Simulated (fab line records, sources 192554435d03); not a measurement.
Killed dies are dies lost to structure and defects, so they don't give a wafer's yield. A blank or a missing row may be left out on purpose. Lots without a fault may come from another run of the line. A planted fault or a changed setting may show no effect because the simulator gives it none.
One fault through the eyes of 2 desks | flow n5-finfet | only its own numbers are on each desk; what lay behind them is given at the end

THE TOOL OWNER'S DESK: rie-diel-02
The tool's own readings at N5_MOL_CONTACT_COAG_ETCH_91 (etches SOC in N2/H2, target depth 60 nm, overetch 21 nm, time 101.2 s): means of the sampled wafers that have a number, for each lot that ran on this tool. If a lot's mean is further than 4 standard deviations from the usual mean, the lot is out of limits and carries the mark OUT (the distance appears in the brackets).
Columns: A = bias-w at N5_MOL_CONTACT_COAG_ETCH_91, usual 150.1 W; B = drypump-motor-current-A at N5_MOL_CONTACT_COAG_ETCH_91, usual 5.6 A; C = oes-product-au at N5_MOL_CONTACT_COAG_ETCH_91, usual 0.69 a.u.; D = rf-vpp-V at N5_MOL_CONTACT_COAG_ETCH_91, usual 524.3 V; E = showerhead-plenum-p-Torr at N5_MOL_CONTACT_COAG_ETCH_91, usual 2.56 Torr; F = throttle-valve-pct at N5_MOL_CONTACT_COAG_ETCH_91, usual 17.76 %
lot  | first seen here | A     | B   | C    | D     | E    | F
L446 | day 5 12:41     | 149.8 | 5.5 | 0.74 | 524.4 | 2.55 | 17.88
L448 | day 6 06:25     | 150.5 | 5.3 | 0.67 | 524.3 | 2.56 | 17.89
L455 | day 8 02:59     | 150.1 | 5.9 | 0.73 | 524.4 | 2.59 | 17.76
L456 | day 8 07:33     | 150.0 | 5.8 | 0.73 | 525.2 | 2.58 | 17.77
L458 | day 8 17:08     | 149.8 | 5.9 | 0.77 | 526.1 | 2.63 | 17.64
L459 | day 8 20:12     | 149.9 | 5.9 | 0.76 | 526.2 | 2.63 | 17.64
This desk found nothing out of limits on any of the 6 lots.

FROM THE METROLOGY DESK
Lot by lot, what the gauges showed, no matter which tool ran the lot: averages of those sampled wafers that carry a number. If a lot's mean is further than 4 standard deviations from the usual mean, the lot is out of limits and carries the mark OUT (the distance appears in the brackets).
Columns: A = cd-nm at N5_MOL_CONTACT_COAG_CD_MEAS_84, usual 25.10 nm; B = cd-nm at N5_MOL_CONTACT_COAG_CD_MEAS_137, usual 16.03 nm
lot  | first seen here | A     | B
L446 | day 5 12:10     | 25.04 | 16.38
L448 | day 6 05:57     | 25.10 | 16.05
L455 | day 8 02:17     | 25.06 | 15.94
L456 | day 8 06:55     | 25.66 | 16.38
L458 | day 8 16:40     | 25.18 | 16.81
L459 | day 8 19:44     | 25.22 | 16.76
L463 | day 10 07:01    | 25.23 | 15.93
L465 | day 10 10:13    | 24.98 | 16.04
L466 | day 10 17:08    | 24.90 | 16.10
L467 | day 10 20:20    | 25.18 | 16.14
This desk found nothing out of limits on any of the 10 lots.

BROUGHT TOGETHER
The desk of the tool owner found nothing out of limits.
At the metrology desk, nothing out of limits was observed.

WHAT THE SIMULATOR HAD INSERTED
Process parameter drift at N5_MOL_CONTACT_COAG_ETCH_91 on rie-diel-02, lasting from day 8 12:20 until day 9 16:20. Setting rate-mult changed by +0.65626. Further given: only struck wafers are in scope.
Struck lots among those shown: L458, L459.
